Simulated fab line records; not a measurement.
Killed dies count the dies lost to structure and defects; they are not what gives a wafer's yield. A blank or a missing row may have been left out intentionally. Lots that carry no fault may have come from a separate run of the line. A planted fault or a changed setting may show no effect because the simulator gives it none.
Which tool is to blame? | flow n5 finfet | 24 lots, 72 wafers sampled, at 5 steps of a route of 1938

== WHAT THE GAUGES SHOWED, per wafer ==
N5_BEOL_M5_OVL_MEAS_12.
lot  | measured     | on         | M5_OVL (nm)
L075 | day 7 23:04  | overlay-01 | -0.6 -0.8 0.3
L074 | day 8 06:05  | overlay-01 | 0.1 0.4 -0.1
L076 | day 8 08:49  | overlay-02 | -1.1 -0.1 -0.5
L077 | day 8 16:17  | overlay-02 | 0.1 1.0 0.6
L078 | day 8 19:49  | overlay-02 | 0.0 -0.1 0.1
L079 | day 9 07:15  | overlay-02 | -0.4 -0.3 -0.3
L080 | day 9 07:41  | overlay-02 | -0.2 -0.4 -0.4
L081 | day 9 23:15  | overlay-01 | 0.5 -0.2 0.1
L082 | day 10 04:01 | overlay-02 | -0.3 -0.4 -1.2
L083 | day 10 15:16 | overlay-02 | -1.2 -0.2 -0.6
L084 | day 10 22:27 | overlay-02 | -0.3 -0.6 -0.8
L085 | day 10 23:16 | overlay-01 | -0.7 0.6 -0.6
L086 | day 10 23:55 | overlay-02 | -0.2 -1.0 -1.2
L087 | day 11 04:02 | overlay-02 | -1.4 -0.2 -0.5
L089 | day 11 17:33 | overlay-01 | -0.1 -0.4 0.3
L088 | day 11 21:04 | overlay-01 | -0.8 0.1 0.0
L091 | day 12 03:21 | overlay-02 | 0.1 -0.5 0.5
L092 | day 12 08:18 | overlay-01 | 0.7 -0.3 -1.0
L090 | day 12 11:32 | overlay-01 | 0.3 0.8 0.0
L093 | day 13 07:01 | overlay-01 | 0.6 -0.9 -0.1
L095 | day 13 08:34 | overlay-01 | -0.5 0.1 -0.3
L094 | day 13 09:41 | overlay-02 | -2.1 -1.3 -1.8
L096 | day 13 11:23 | overlay-01 | -0.4 -0.7 -0.4
L097 | day 13 12:12 | overlay-01 | 1.1 1.3 0.5

N5_BEOL_M5_CD_MEAS_18: pitch 56 nm, target cd 28 nm.
lot  | measured     | on        | cd nm (nm)
L075 | day 7 23:35  | cd sem-03 | 27.92 27.86 27.63
L074 | day 8 06:37  | cd sem-03 | 27.81 28.18 27.57
L076 | day 8 09:21  | cd sem-01 | 28.40 27.97 27.83
L077 | day 8 16:58  | cd sem-03 | 27.90 28.11 28.33
L078 | day 8 20:20  | cd sem-03 | 27.81 28.21 27.66
L079 | day 9 07:47  | cd sem-02 | 28.19 27.67 28.44
L080 | day 9 08:13  | cd sem-01 | 27.83 27.94 28.09
L081 | day 10 00:01 | cd sem-02 | 27.96 28.22 28.03
L082 | day 10 04:50 | cd sem-02 | 28.02 27.88 28.21
L083 | day 10 15:47 | cd sem-02 | 28.18 27.47 28.24
L084 | day 10 23:04 | cd sem-02 | 27.61 27.97 27.55
L085 | day 10 23:55 | cd sem-03 | 28.06 28.25 28.15
L086 | day 11 00:51 | cd sem-03 | 27.67 28.03 28.13
L087 | day 11 04:33 | cd sem-01 | 28.73 28.18 28.63
L089 | day 11 18:33 | cd sem-03 | 28.11 28.40 28.31
L088 | day 11 22:05 | cd sem-02 | 27.74 28.20 28.13
L091 | day 12 03:53 | cd sem-03 | 28.24 28.26 28.24
L092 | day 12 08:50 | cd sem-03 | 28.37 27.76 27.94
L090 | day 12 12:47 | cd sem-02 | 28.50 28.06 28.04
L093 | day 13 08:22 | cd sem-01 | 28.21 28.72 28.15
L095 | day 13 09:34 | cd sem-03 | 28.06 27.72 28.02
L094 | day 13 11:41 | cd sem-02 | 28.06 27.72 27.87
L096 | day 13 13:00 | cd sem-03 | 28.01 28.41 27.95
L097 | day 13 13:40 | cd sem-01 | 27.58 28.00 27.92

N5_BEOL_M5_OCD_MEAS_38.
lot  | measured     | on     | trench depth nm (nm)
L075 | day 8 00:48  | ocd-01 | 70.7 71.3 70.1
L074 | day 8 08:08  | ocd-01 | 72.3 71.1 71.4
L076 | day 8 11:38  | ocd-01 | 71.5 69.6 70.6
L077 | day 8 18:58  | ocd-02 | 71.9 71.5 71.5
L078 | day 8 23:35  | ocd-02 | 71.6 70.3 70.4
L079 | day 9 10:30  | ocd-01 | 70.2 71.9 74.4
L080 | day 9 10:53  | ocd-02 | 70.0 71.1 72.9
L081 | day 10 03:49 | ocd-01 | 70.6 73.8 71.6
L082 | day 10 07:23 | ocd-02 | 75.0 72.1 71.1
L083 | day 10 16:39 | ocd-01 | 71.4 70.4 71.2
L084 | day 10 23:59 | ocd-02 | 69.8 70.4 71.2
L085 | day 11 01:00 | ocd-01 | 70.9 70.9 70.6
L086 | day 11 01:46 | ocd-02 | 71.6 71.0 70.8
L087 | day 11 08:01 | ocd-02 | 71.7 71.2 70.7
L089 | day 11 20:37 | ocd-01 | 71.7 71.1 70.8
L088 | day 11 22:59 | ocd-02 | 72.9 71.4 72.4
L091 | day 12 05:07 | ocd-01 | 71.2 72.7 71.4
L092 | day 12 10:52 | ocd-02 | 73.1 71.3 71.0
L090 | day 12 13:50 | ocd-02 | 74.1 72.5 72.0
L093 | day 13 11:40 | ocd-01 | 70.0 69.2 69.9
L095 | day 13 12:04 | ocd-02 | 72.6 70.6 71.3
L094 | day 13 13:12 | ocd-02 | 73.6 70.5 70.2
L096 | day 13 14:15 | ocd-01 | 70.3 69.4 69.4
L097 | day 13 17:49 | ocd-02 | 71.0 70.2 70.6

N5_BEOL_M5_CD_MEAS_35: target cd 28 nm, target cd y 24 nm.
lot  | measured     | on        | cd nm (nm)
L075 | day 8 00:58  | cd sem-02 | 28.04 28.19 27.73
L074 | day 8 08:17  | cd sem-01 | 28.24 28.20 27.71
L076 | day 8 11:47  | cd sem-01 | 27.95 28.15 27.79
L077 | day 8 19:07  | cd sem-01 | 28.05 27.70 28.10
L078 | day 8 23:44  | cd sem-02 | 27.93 28.36 27.82
L079 | day 9 10:39  | cd sem-02 | 28.50 28.06 28.12
L080 | day 9 11:02  | cd sem-02 | 27.98 28.02 27.78
L081 | day 10 03:58 | cd sem-03 | 27.94 28.06 27.67
L082 | day 10 07:33 | cd sem-02 | 28.08 28.28 28.55
L083 | day 10 16:48 | cd sem-03 | 28.36 27.90 27.87
L084 | day 11 00:08 | cd sem-03 | 27.93 27.72 27.45
L085 | day 11 01:10 | cd sem-01 | 27.72 28.14 27.83
L086 | day 11 01:55 | cd sem-03 | 27.64 27.86 28.12
L087 | day 11 08:10 | cd sem-02 | 28.56 28.33 28.90
L089 | day 11 20:46 | cd sem-02 | 28.11 28.21 28.12
L088 | day 11 23:08 | cd sem-03 | 28.31 28.49 28.34
L091 | day 12 05:17 | cd sem-03 | 28.48 27.95 28.14
L092 | day 12 11:01 | cd sem-02 | 27.93 27.95 28.19
L090 | day 12 14:00 | cd sem-02 | 28.15 28.01 28.22
L093 | day 13 11:49 | cd sem-02 | 28.18 28.55 28.03
L095 | day 13 12:14 | cd sem-03 | 27.89 28.28 28.31
L094 | day 13 13:22 | cd sem-03 | 28.09 27.53 28.09
L096 | day 13 14:31 | cd sem-03 | 28.12 28.08 27.72
L097 | day 13 17:59 | cd sem-01 | 28.03 28.35 27.56

N5_BEOL_M6_OVL_MEAS_29.
lot  | measured     | on         | V5_OVL (nm)
L075 | day 8 14:59  | overlay-02 | 0.1 0.5 1.0
L074 | day 8 18:26  | overlay-02 | -0.1 0.5 0.3
L076 | day 9 02:19  | overlay-02 | 0.2 0.9 1.3
L077 | day 9 06:23  | overlay-02 | 0.6 0.4 1.1
L078 | day 9 13:33  | overlay-01 | 1.1 1.2 1.0
L079 | day 10 03:13 | overlay-01 | 0.5 0.6 0.8
L080 | day 10 03:23 | overlay-02 | 0.2 0.2 0.4
L081 | day 10 18:46 | overlay-01 | 1.0 1.4 0.4
L082 | day 10 19:31 | overlay-02 | 0.2 -0.2 0.2
L083 | day 11 06:58 | overlay-01 | 1.0 -0.6 0.1
L084 | day 11 12:36 | overlay-01 | -0.2 -0.1 1.0
L085 | day 11 12:56 | overlay-01 | 0.0 0.6 1.3
L086 | day 11 12:34 | overlay-02 | 2.0 0.1 1.3
L087 | day 11 19:36 | overlay-01 | 1.3 0.4 0.1
L089 | day 12 07:28 | overlay-02 | -0.6 -0.4 0.1
L088 | day 12 08:10 | overlay-02 | -0.1 -1.1 0.9
L091 | day 12 15:40 | overlay-01 | -0.3 -0.5 0.2
L092 | day 12 22:15 | overlay-01 | -0.7 0.3 0.1
L090 | day 13 00:16 | overlay-01 | -0.2 1.4 0.3
L093 | day 14 02:55 | overlay-01 | 0.5 1.2 -0.4
L095 | day 14 02:57 | overlay-01 | 0.9 0.8 0.2
L094 | day 14 02:52 | overlay-01 | 0.8 0.6 1.0
L096 | day 14 03:22 | overlay-01 | 1.7 0.7 0.5
L097 | day 14 04:49 | overlay-01 | 0.6 -0.3 0.1

== WHAT TOOL EACH LOT RAN ON (gives the tool, then ch and the chambers of the sampled wafers, and finally the start) ==
Before these readings, the record contains no process step.

== WHAT THE TOOLS THEMSELVES READ (means of the sampled wafers that have a number; where no wafer has one, the mark that the record gives instead) ==
The record holds no such reading with a usual standard deviation.

== THE ANSWER, worked out from the rows above alone ==
Rule: usual is defined by the lots themselves. Put in order of their means at a reading, lots are off if they are a third of the lots or fewer, leave a main group of 4 or more, and stand apart from it by a gap of 3 or more times the standard deviation of the main group's means; of several such gaps the widest counts. Not used: any main group whose means are identical at the precision the tables above print for the reading. A lot without any number at a reading at which 4 lots or more have one is off too. Where the step has rows for the other lots, those lots are counted as sound. Order of review: gauges by route order, followed by the tools' own readings, for which a lot's mean as printed above is used. The first step at which some lot is off is used, and at that step the reading that is off furthest; a lot without a number counts as furthest.
Across all readings shown, no lot is off: no conclusion can be drawn from this.

== WHAT THE SIMULATOR HAD INSERTED ==
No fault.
